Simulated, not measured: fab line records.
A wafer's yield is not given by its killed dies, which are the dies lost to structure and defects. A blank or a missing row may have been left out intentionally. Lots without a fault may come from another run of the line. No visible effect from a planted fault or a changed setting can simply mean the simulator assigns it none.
Split-lot experiment	flow n5-finfet	39 wafers read across 7 lots, on a route 1938 steps long

## SPLIT DETAILS
At N5_SPACER0_ALD_00 (deposits SiOCN, target thk 3.5 nm, pulse time 3 s, purge time 2 s), the setting ald-cycles was moved away from the recipe's 58 on 12 of the 39 wafers read, by +32.8% to +56.9%. This setting was run at the recipe's value on the other wafers.

The reading comes from the split's own step.

## THE READING
SiOCN_of_SPACER0_ALD_00.thk-nm (the simulator's own value, which no gauge read), in nm, at N5_SPACER0_ALD_00 (deposits SiOCN, target thk 3.5 nm, pulse time 3 s, purge time 2 s). No usual value for it is given in the file. Here, 27 wafers ran the recipe; their average is 3.5 nm with a standard deviation of 0.098 nm.

wafer	tool, chamber at the split	ald-cycles as run	against the recipe	SiOCN_of_SPACER0_ALD_00.thk-nm, nm	against lot-mates on the recipe
L077.1	ald-sin-02, 2,3,1,0,1,0	58	recipe	3.6	-
L077.2	ald-sin-02, 2,3,1,0,1,0	58	recipe	3.6	-
L077.3	ald-sin-02, 2,3,1,0,1,0	58	recipe	3.6	-
L077.4	ald-sin-02, 2,3,1,0,1,0	58	recipe	3.6	-
L077.5	ald-sin-02, 2,3,1,0,1,0	58	recipe	3.6	-
L077.6	ald-sin-02, 2,3,1,0,1,0	58	recipe	3.6	-
L082.1	ald-sin-04, 1,2,0	91	+56.9%	5.4	+2.0
L082.3	ald-sin-04, 1,2,0	91	+56.9%	5.4	+2.0
L082.6	ald-sin-04, 1,2,0	91	+56.9%	5.4	+2.0
L082.2	ald-sin-04, 0,3,3	58	recipe	3.4	-
L082.4	ald-sin-04, 0,3,3	58	recipe	3.4	-
L082.5	ald-sin-04, 0,3,3	58	recipe	3.4	-
L083.1	ald-sin-01, 1,0,3	58	recipe	3.4	-
L083.2	ald-sin-01, 1,0,3	58	recipe	3.4	-
L083.4	ald-sin-01, 1,0,3	58	recipe	3.4	-
L083.3	ald-sin-01, 2,1,0	58	recipe	3.6	-
L083.5	ald-sin-01, 2,1,0	58	recipe	3.6	-
L083.6	ald-sin-01, 2,1,0	58	recipe	3.6	-
L087.1	ald-sin-02, 2,3,2	86	+48.3%	5.2	+1.7
L087.2	ald-sin-02, 2,3,2	86	+48.3%	5.2	+1.7
L087.6	ald-sin-02, 2,3,2	86	+48.3%	5.2	+1.7
L087.3	ald-sin-02, 1	58	recipe	3.4	-
L087.4	ald-sin-02, 0,3	58	recipe	3.6	-
L087.5	ald-sin-02, 0,3	58	recipe	3.6	-
L088.1	ald-sin-02, 3,2,1	77	+32.8%	4.6	+1.1
L088.3	ald-sin-02, 3,2,1	77	+32.8%	4.6	+1.1
L088.4	ald-sin-02, 3,2,1	77	+32.8%	4.6	+1.1
L088.2	ald-sin-02, 0,2	58	recipe	3.6	-
L088.5	ald-sin-02, 0,2	58	recipe	3.6	-
L088.6	ald-sin-02, 1	58	recipe	3.4	-
L094.1	ald-sin-01, 2,3	58	recipe	3.4	-
L094.5	ald-sin-01, 2,3	58	recipe	3.4	-
L094.4	ald-sin-01, 1	58	recipe	3.6	-
L096.1	ald-sin-02, 2,3	58	recipe	3.6	-
L096.2	ald-sin-02, 2,3	58	recipe	3.6	-
L096.3	ald-sin-02, 0,1,0	84	+44.8%	5	+1.5
L096.4	ald-sin-02, 0,1,0	84	+44.8%	5	+1.5
L096.5	ald-sin-02, 0,1,0	84	+44.8%	5	+1.5
L096.6	ald-sin-02, 1	58	recipe	3.4	-
The file does not say which wafer passed through which chamber wherever a row lists several chambers: such a row stands for several wafers.

THE FIT
A straight line over all 39 wafers: SiOCN_of_SPACER0_ALD_00.thk-nm changes by +0.0335 nm for each +1% of ald-cycles; r = +0.99; the points scatter about the line by 0.087 nm.
The same after taking each lot's own level away (the mean of its wafers on the recipe; 39 wafers): +0.0342 nm for each +1%; r = +1.00; scatter 0.073 nm.
According to that fit, moving ald-cycles by its largest amount changes the reading by 1.9 nm.
The lots' own levels span 3.40 to 3.60 nm, that is 2.0 times the standard deviation above.
The two slopes agree, so the slope changes little with the lot-to-lot level.
Check: for one of the wafers moved furthest among these (+56.9%), held out of the fit, the line's prediction against its lot-mates is +1.93 nm. It came out at +2 nm against them.

## THESE WAFERS: OTHER SPLITS
These wafers also went through other splits before the reading. Each is held against what the fit with the lots' levels taken away leaves over:
other split on the same wafers	wafers away from the commonest value	r with SiOCN_of_SPACER0_ALD_00.thk-nm (lot level and that fit taken away)
N5_ZERO_LAYER_DEVELOP_10 develop-time-s	18	-0.16
N5_FIN_SAQP_HM_DEP_72 time-s	12	+0.09

## FILE'S OWN FIT
SiOCN_of_SPACER0_ALD_00.thk-nm changes by +0.0341 nm for each +1% of ald-cycles, r = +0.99.
